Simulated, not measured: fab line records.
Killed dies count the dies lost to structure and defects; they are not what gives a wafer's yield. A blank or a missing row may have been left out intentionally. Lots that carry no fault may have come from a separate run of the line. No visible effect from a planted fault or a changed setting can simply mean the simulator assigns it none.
Matching of chambers || flow n5-finfet || 4 sister chambers for N5_BEOL_M7_ETCH_65 on rie-diel-01
The step etches SiARC in CF4, target depth 15.6 nm, time 26 s. 4 wafers are shown with their chamber, then 10 later ones without.

WAFERS, EACH WITH ITS CHAMBER
{"wafer": "L087.1", "chamber": 0, "showerhead-plenum-p-Torr (Torr)": 2.22}
{"wafer": "L087.3", "chamber": 1, "showerhead-plenum-p-Torr (Torr)": 2.05}
{"wafer": "L089.1", "chamber": 3, "showerhead-plenum-p-Torr (Torr)": 2.06}
{"wafer": "L089.3", "chamber": 2, "showerhead-plenum-p-Torr (Torr)": 2.08}

WAFERS MISSING THEIR CHAMBER
{"wafer": "L089.6", "showerhead-plenum-p-Torr (Torr)": 2.22}
{"wafer": "L090.3", "showerhead-plenum-p-Torr (Torr)": 2.22}
{"wafer": "L090.4", "showerhead-plenum-p-Torr (Torr)": 2.07}
{"wafer": "L090.6", "showerhead-plenum-p-Torr (Torr)": 2.04}
{"wafer": "L094.1", "showerhead-plenum-p-Torr (Torr)": 2.04}
{"wafer": "L094.4", "showerhead-plenum-p-Torr (Torr)": 2.06}
{"wafer": "L094.6", "showerhead-plenum-p-Torr (Torr)": 2.04}
{"wafer": "L096.3", "showerhead-plenum-p-Torr (Torr)": 2.07}
{"wafer": "L096.4", "showerhead-plenum-p-Torr (Torr)": 2.04}
{"wafer": "L096.6", "showerhead-plenum-p-Torr (Torr)": 2.21}

WHICH CHAMBER EACH ONE RAN IN
{"wafer": "L089.6", "from the rows above": 0, "in truth": 0}
{"wafer": "L090.3", "from the rows above": 0, "in truth": 0}
{"wafer": "L090.4", "from the rows above": "can't be placed: 3 or 2 or 1", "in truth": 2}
{"wafer": "L090.6", "from the rows above": "can't be placed: 1 or 3", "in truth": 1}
{"wafer": "L094.1", "from the rows above": "can't be placed: 1 or 3", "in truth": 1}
{"wafer": "L094.4", "from the rows above": "can't be placed: 3 or 1", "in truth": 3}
{"wafer": "L094.6", "from the rows above": "can't be placed: 1 or 3", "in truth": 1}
{"wafer": "L096.3", "from the rows above": "can't be placed: 3 or 2 or 1", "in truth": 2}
{"wafer": "L096.4", "from the rows above": "can't be placed: 1 or 3", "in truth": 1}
{"wafer": "L096.6", "from the rows above": 0, "in truth": 0}
Correctly placed: 3 of 10. Can't be placed from these rows: 7 (the true chamber is among the candidates in 7). 0 placed wrongly.
How it was worked out, from the rows above alone: a wafer's distance from a chamber is the root of the sum, over the readings, of the square of ((its reading less the chamber's mean) divided by the reading's scatter). The wafer belongs to the nearest chamber; if the next one is less than 2 further off, it can't be placed. For every chamber, the mean is computed from those of its wafers that are shown. The scatter: with one shown wafer a chamber, the root of the mean of the squares of how far each hidden wafer lies from its nearest shown one.
